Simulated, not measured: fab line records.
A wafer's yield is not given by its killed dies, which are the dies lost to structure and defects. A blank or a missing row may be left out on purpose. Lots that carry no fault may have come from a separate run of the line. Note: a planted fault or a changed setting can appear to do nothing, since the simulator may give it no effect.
The same fault as seen by 2 desks | flow nandHarc | each desk holds nothing but its own numbers, with what lay behind them at the end

AT THE METROLOGY DESK
Means of the sampled wafers that have a number, per lot and without regard to the tool the lot ran on: this is what the gauges read. A lot is out of limits, marked OUT, if its mean lies more than 4 standard deviations from the usual mean; the brackets give that distance.
Columns: A = cdNm at NHARC_P_GATE_CD_MEAS_11, usual 1640.3 nm
lot  | first seen here | A
L548 | day 4 20:41     | 1640.0
L550 | day 5 12:19     | 1640.5
L552 | day 6 15:26     | 1638.3
L558 | day 9 00:47     | 1641.7
L562 | day 10 11:25    | 1639.4
L561 | day 10 11:35    | 1640.3
L563 | day 11 01:00    | 1643.4
L565 | day 11 20:50    | 1637.8
L566 | day 12 07:41    | 1640.8
L567 | day 12 15:16    | 1638.2
L568 | day 13 04:37    | 1642.0
L569 | day 13 13:57    | 1639.7
Result from this desk: across the 12 lots, nothing is out of limits.

DESK OF THE TOOL OWNER: wetBench-07
The tool's own readings at NHARC_P_GATE_PRECLEAN_70 (cleans in SC1): means of the sampled wafers that have a number, for each lot that ran on this tool. A lot is out of limits, marked OUT, if its mean lies more than 4 standard deviations from the usual mean; the brackets give that distance.
Columns: A = sc1H2o2EndMolL at NHARC_P_GATE_PRECLEAN_70, usual 0.3698
lot  | first seen here | A
L548 | day 4 12:05     | 0.3698
L550 | day 5 03:39     | 0.3701
L558 | day 8 14:38     | 0.3702
L561 | day 10 03:05    | 0.3693
L568 | day 12 18:44    | 0.3693
Result from this desk: across the 5 lots, nothing is out of limits.

PUT TOGETHER
Nothing out of limits was seen by the metrology desk.
The tool owner's desk saw nothing out of limits.

WHAT THE SIMULATOR HAD PUT IN
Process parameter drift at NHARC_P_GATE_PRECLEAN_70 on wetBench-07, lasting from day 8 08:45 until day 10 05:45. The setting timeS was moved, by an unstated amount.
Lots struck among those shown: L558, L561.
